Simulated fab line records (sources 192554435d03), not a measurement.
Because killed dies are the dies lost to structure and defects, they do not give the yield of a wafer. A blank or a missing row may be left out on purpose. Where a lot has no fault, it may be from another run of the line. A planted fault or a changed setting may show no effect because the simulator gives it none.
Split-lot study -- flow n5-finfet -- 21 wafers read from 7 lots, route of 1938 steps

== THE SPLIT ITSELF ==
At N5_HKMG_FIN_ETCH_32 (etches SOC in N2/H2, target depth 240 nm, time 300 s), the setting bias-w was moved away from the recipe's 150 W on 6 of the 21 wafers read, by -16.1% to +13.7%. This setting was run at the recipe's value on the other wafers.

The split's own step is where the reading is taken.

== THE READING ==
rf-vpp-V, in V, at N5_HKMG_FIN_ETCH_32 (etches SOC in N2/H2, target depth 240 nm, time 300 s). On this fab line, fault-free wafers typically give 523.2 V with a standard deviation of 2 V.

wafer,"tool, chamber at the split","bias-w as run, W",against the recipe,"rf-vpp-V, V",against lot-mates on the recipe
L081.2,"rie-diel-06, 2",150,recipe,524.6,-
L081.3,"rie-diel-06, 3",150,recipe,522.0,-
L081.6,"rie-diel-06, 0",125.8,-16.1%,467.7,-55.6
L082.2,"rie-diel-06, 3",128.8,-14.1%,475.2,-49.8
L082.3,"rie-diel-06, 0",128.8,-14.1%,474.8,-50.2
L082.5,"rie-diel-06, 2",150,recipe,525.0,-
L087.1,"rie-diel-04, 3",150,recipe,522.2,-
L087.3,"rie-diel-04, 2",150,recipe,524.1,-
L087.5,"rie-diel-04, 2",150,recipe,523.5,-
L088.1,"rie-diel-02, 1",134.6,-10.3%,486.2,-40.2
L088.4,"rie-diel-02, 2",150,recipe,526.0,-
L088.5,"rie-diel-02, 2",150,recipe,526.7,-
L089.3,"rie-diel-04, 3",150,recipe,521.8,-
L089.4,"rie-diel-04, 1",150,recipe,520.8,-
L089.5,"rie-diel-04, 3",138.8,-7.5%,496.1,-25.2
L092.2,"rie-diel-06, 2",150,recipe,524.1,-
L092.5,"rie-diel-06, 1",150,recipe,523.0,-
L092.6,"rie-diel-06, 3",170.6,+13.7%,565.7,+42.2
L096.3,"rie-diel-04, 2",150,recipe,522.4,-
L096.4,"rie-diel-04, 0",150,recipe,526.5,-
L096.5,"rie-diel-04, 2",150,recipe,523.7,-

FIT RESULTS
A straight line over all 21 wafers: rf-vpp-V changes by +3.39 V for each +1% of bias-w; r = +1.00; the points scatter about the line by 2 V.
The same after taking each lot's own level away (the mean of its wafers on the recipe; 21 wafers): +3.43 V for each +1%; r = +1.00; scatter 1.8 V.
The reading moves by 55 V for the largest change in bias-w, on that fit.
Across the lots, their own levels run from 521.30 to 526.35 V, a range of 2.5 times the standard deviation given above.
The two slopes agree, so the slope changes little with the lot-to-lot level.
Check: -56 V against its lot-mates is what the line predicts for one of the wafers moved furthest among these (-16.1%) when that wafer is left out of the fit. It came out at -55.6 V against them.
Tool readings at the split's step, against how far the setting was moved: rf-vpp-V r = +1.00.

== THE OTHER SPLITS THESE WAFERS WENT THROUGH ==
Other splits were also applied to these wafers ahead of the reading. Each is held against what the fit with the lots' levels taken away leaves over:
other split on the same wafers,wafers away from the commonest value,r with rf-vpp-V (lot level and that fit taken away)
N5_SD_EPI_P_EPI_21 time-s,7,-0.37
N5_ILD0_CMP_03 down-force-psi,7,-0.01

== THE WHOLE CHAIN: every reading that the file lists as answering this split, in the file's order ==
step,what it does,reading,change (the file's fit),r (the file's)
N5_HKMG_FIN_ETCH_32,"etches SOC in N2/H2, target depth 240 nm, time 300 s",rf-vpp-V,+3.44 V for each +1% of the setting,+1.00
N5_HKMG_FIN_ETCH_32,"etches SOC in N2/H2, target depth 240 nm, time 300 s","SiARC_of_HKMG_FIN_COAT_30.thk-nm (the simulator's own value, which no gauge read)",-0.18 nm for each +1% of the setting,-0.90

== FILE'S OWN FIT ==
rf-vpp-V changes by +3.44 V for each +1% of bias-w, r = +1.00.
